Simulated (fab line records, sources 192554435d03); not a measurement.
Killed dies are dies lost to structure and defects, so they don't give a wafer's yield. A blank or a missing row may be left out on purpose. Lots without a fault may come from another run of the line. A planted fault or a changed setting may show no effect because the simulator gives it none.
A sampling plan put to the test | flow n5_finfet | one fab line, 12 faults that these records tell of, each judged on the records of the lots that it struck; 1 more is left out, because the records don't allow judging it
The plan is the line's own looks: the steps of the route at which a gauge or an inspection reads the wafer and doesn't change it. A look can be judged if struck wafers have a number there and the file gives its usual mean and standard deviation on fault-free wafers. Caught: at a look after the fault's first step, the mean of the struck wafers lies 4 or more of those standard deviations (sigma) from the usual mean. On the tool: the same test on the tool's own readings at the fault's steps. Another recipe on the struck wafers, or a record that is blank for them alone, also counts as caught.

THE FAULTS, as the simulator had put them in
1. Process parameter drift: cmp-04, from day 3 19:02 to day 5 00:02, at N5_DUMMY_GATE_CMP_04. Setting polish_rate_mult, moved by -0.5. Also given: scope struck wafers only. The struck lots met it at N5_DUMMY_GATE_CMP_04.
2. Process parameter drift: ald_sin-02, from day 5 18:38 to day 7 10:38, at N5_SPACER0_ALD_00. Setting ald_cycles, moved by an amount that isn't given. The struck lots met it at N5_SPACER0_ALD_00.
3. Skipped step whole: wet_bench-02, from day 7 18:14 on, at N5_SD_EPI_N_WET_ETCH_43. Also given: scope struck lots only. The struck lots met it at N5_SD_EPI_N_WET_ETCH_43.
4. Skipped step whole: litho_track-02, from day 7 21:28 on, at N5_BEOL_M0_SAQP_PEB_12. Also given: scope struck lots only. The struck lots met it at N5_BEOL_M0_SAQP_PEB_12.
5. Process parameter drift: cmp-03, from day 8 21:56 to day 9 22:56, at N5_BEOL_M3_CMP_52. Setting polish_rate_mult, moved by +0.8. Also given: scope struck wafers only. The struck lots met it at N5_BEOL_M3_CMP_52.
6. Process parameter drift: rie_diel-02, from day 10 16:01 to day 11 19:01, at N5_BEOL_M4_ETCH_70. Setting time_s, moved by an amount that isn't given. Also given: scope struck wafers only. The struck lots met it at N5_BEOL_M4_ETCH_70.
7. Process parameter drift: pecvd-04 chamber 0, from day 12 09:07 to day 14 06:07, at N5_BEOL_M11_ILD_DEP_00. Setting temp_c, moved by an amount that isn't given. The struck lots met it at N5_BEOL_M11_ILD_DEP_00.
8. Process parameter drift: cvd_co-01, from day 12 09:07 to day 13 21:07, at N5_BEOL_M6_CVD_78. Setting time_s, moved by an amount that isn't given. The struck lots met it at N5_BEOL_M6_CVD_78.
9. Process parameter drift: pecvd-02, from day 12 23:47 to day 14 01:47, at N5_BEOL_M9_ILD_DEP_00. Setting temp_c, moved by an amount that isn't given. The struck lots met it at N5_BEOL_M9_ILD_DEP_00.
10. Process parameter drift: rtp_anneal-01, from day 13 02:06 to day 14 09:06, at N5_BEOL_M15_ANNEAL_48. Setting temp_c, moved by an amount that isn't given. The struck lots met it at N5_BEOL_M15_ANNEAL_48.
11. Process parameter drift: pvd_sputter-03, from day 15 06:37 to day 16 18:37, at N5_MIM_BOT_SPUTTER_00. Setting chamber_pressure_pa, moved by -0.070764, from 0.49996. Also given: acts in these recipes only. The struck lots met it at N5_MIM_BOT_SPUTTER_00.
12. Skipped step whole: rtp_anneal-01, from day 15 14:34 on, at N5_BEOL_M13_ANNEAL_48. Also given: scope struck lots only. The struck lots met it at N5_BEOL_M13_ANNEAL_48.

WHAT THE PLAN SAW
fault | on the tool itself                               | first look that catches it                   | reading, sigma   | median hours from its first step to that look | hours from the fault's start to the first struck lot there | judged looks passed uncaught
1     | under 2 sigma                                    | N5_DUMMY_GATE_THK_MEAS_05                    | thk_nm +18       | 0.2                                           | 28                                                         | 0
2     | under 2 sigma                                    | not the one look that can be judged after it | -                | -                                             | -                                                          | 1
3     | the tool's record is blank for the struck wafers | N5_BEOL_M4_RC_MEAS_101                       | IOFF_N_LONG +7.0 | 115.1                                         | 119                                                        | 1
4     | the tool's record is blank for the struck wafers | no look after it can be judged               | -                | -                                             | -                                                          | 0
5     | barrier_field_endpoint_s -13 sigma               | not the one look that can be judged after it | -                | -                                             | -                                                          | 1
6     | run_length_s -15 sigma                           | not the one look that can be judged after it | -                | -                                             | -                                                          | 1
7     | susceptor_temp_C +17 sigma                       | no look after it can be judged               | -                | -                                             | -                                                          | 0
8     | run_length_s +4.0 sigma                          | no look after it can be judged               | -                | -                                             | -                                                          | 0
9     | susceptor_temp_C +12 sigma                       | no look after it can be judged               | -                | -                                             | -                                                          | 0
10    | wafer_temp_C_max -11 sigma                       | no look after it can be judged               | -                | -                                             | -                                                          | 0
11    | chamber_pressure_pa -64 sigma                    | no look after it can be judged               | -                | -                                             | -                                                          | 0
12    | the tool's record is blank for the struck wafers | no look after it can be judged               | -                | -                                             | -                                                          | 0
A dash: the fault isn't caught, or these records don't give the number.

Caught at a look: 2 of 12. Caught on the tool: 10 of 12. By one or the other: 11 of 12.
Caught on the tool alone: faults 4, 5, 6, 7, 8, 9, 10, 11, 12.
Caught at a look alone: fault 1.
Caught by neither: fault 2.

THINNER SAMPLING
If the look that catches a fault measured only every second or every third lot, by lot number, the first struck lot would be measured this late in the worst case:
fault | struck lots at that look, in order of time | every lot | every second lot | every third lot
1     | L349                                       | 28 h      | may miss it      | may miss it
3     | L443, L442, L444                           | 119 h     | 126 h            | 131 h
Hours are from the fault's start to the first struck lot that is measured. The limit of 4 sigma was tested on all struck wafers together, so one lot alone may lie under it. Other struck lots may not be in these records.

THE LONGEST TIMED WAY FROM STEP TO LOOK
Fault 3: a median of 115.1 hours passes between N5_SD_EPI_N_WET_ETCH_43 and N5_BEOL_M4_RC_MEAS_101. The look between them that can be judged stayed within 4 sigma: N5_SD_EPI_N_INSPECT_26.
